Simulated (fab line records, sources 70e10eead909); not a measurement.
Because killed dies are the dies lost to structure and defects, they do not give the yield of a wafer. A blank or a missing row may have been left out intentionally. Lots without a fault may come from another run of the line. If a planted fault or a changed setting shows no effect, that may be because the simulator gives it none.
8D (eight disciplines) problem report, filled in by code	flow nand_harc	the parts of the form that need people (team, actions taken, sign-off) are left out

== 1. PROBLEM STATEMENT ==
oes_product_au at NHARC_THIN_TSV_ETCH_36 reads a mean of 0.871 a.u. on 6 wafers of 2 lots; wafers without a fault read 1.000 a.u. with a standard deviation of 0.011. Relative to the usual mean, that is a shift of -12 standard deviations.
The step: etches the open film in Cl2/BCl3, target depth 65 nm, time 18.571 s.
First seen on wafer L762.2, day 28 20:46, on rie_metal-02. At this step, 42 wafers from 14 lots have a number in the record. Rule for "out", or "out of limits": more than 4 standard deviations from the usual mean. All remaining wafers that have a number are taken as sound.

== 2. WHAT IT IS; WHAT IT IS NOT ==
question	is	is not
which readings at this step	oes_product_au	chamber_pressure_mTorr, drypump_motor_current_A
which lots	L760, L762	L751, L752, L753, L754, L758, L765, L766, L770, L771, L772, L773, L774
which wafers of those lots	all that have a number	-
read on which tools	rie_metal-02	rie_metal-01, rie_metal-03
when	from day 28 20:46	up to then (15 sound wafers); but 21 sound wafers of L765, L766, L770, L771, L772, L773, L774 came after

== 3. SUSPECTS, AND WHAT RULES EACH OUT ==
Counting: any tool at a process step up to the reading is kept as a suspect provided that every lot that is out went through it and no sound lot did after the first of them.
- rtp_anneal-01 at NHARC_A_BONDPAD_ANNEAL_28 (time 90 s): ruled out as a lasting fault. Following L762 (day 27 22:34), the first lot on it that is out, the sound lots L765, L770, L772, L774 were run on it.
- rie_metal-02 at NHARC_THIN_TSV_ETCH_36 (etches the open film in Cl2/BCl3, target depth 65 nm, time 18.571 s): ruled out as a lasting fault. Following L762 (day 28 20:46), the first lot on it that is out, the sound lots L771 were run on it.
Left after counting: nothing in the record.

== 4. THE CAUSE (what the simulator had put in) ==
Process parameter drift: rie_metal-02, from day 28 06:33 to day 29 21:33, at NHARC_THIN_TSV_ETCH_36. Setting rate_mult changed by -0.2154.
Counting ruled it out, wrongly.

== 5. THE CHAIN OF EFFECTS, in route order ==
Each row: a reading where the mean over the struck wafers with a number is more than 3 standard deviations away from the usual. Readings are gone through only where the record gives a usual standard deviation; hours: the median, over the lots, of the time from a lot's start at the first step in this table giving one to that lot's start at this step; sigmas: the change measured in usual standard deviations.
hours	step	reading	usual	on struck wafers	change	sigmas
0	NHARC_THIN_TSV_ETCH_36	oes_product_au	1.000 a.u.	0.871	-0.129	-12
Process steps it contains:
- NHARC_THIN_TSV_ETCH_36: etches the open film in Cl2/BCl3, target depth 65 nm, time 18.571 s.

== 6. HOW IT WOULD HAVE BEEN CAUGHT EARLIER ==
First out-of-limits reading in this record: day 28 20:46, which is 14 hours after fault onset at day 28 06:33.
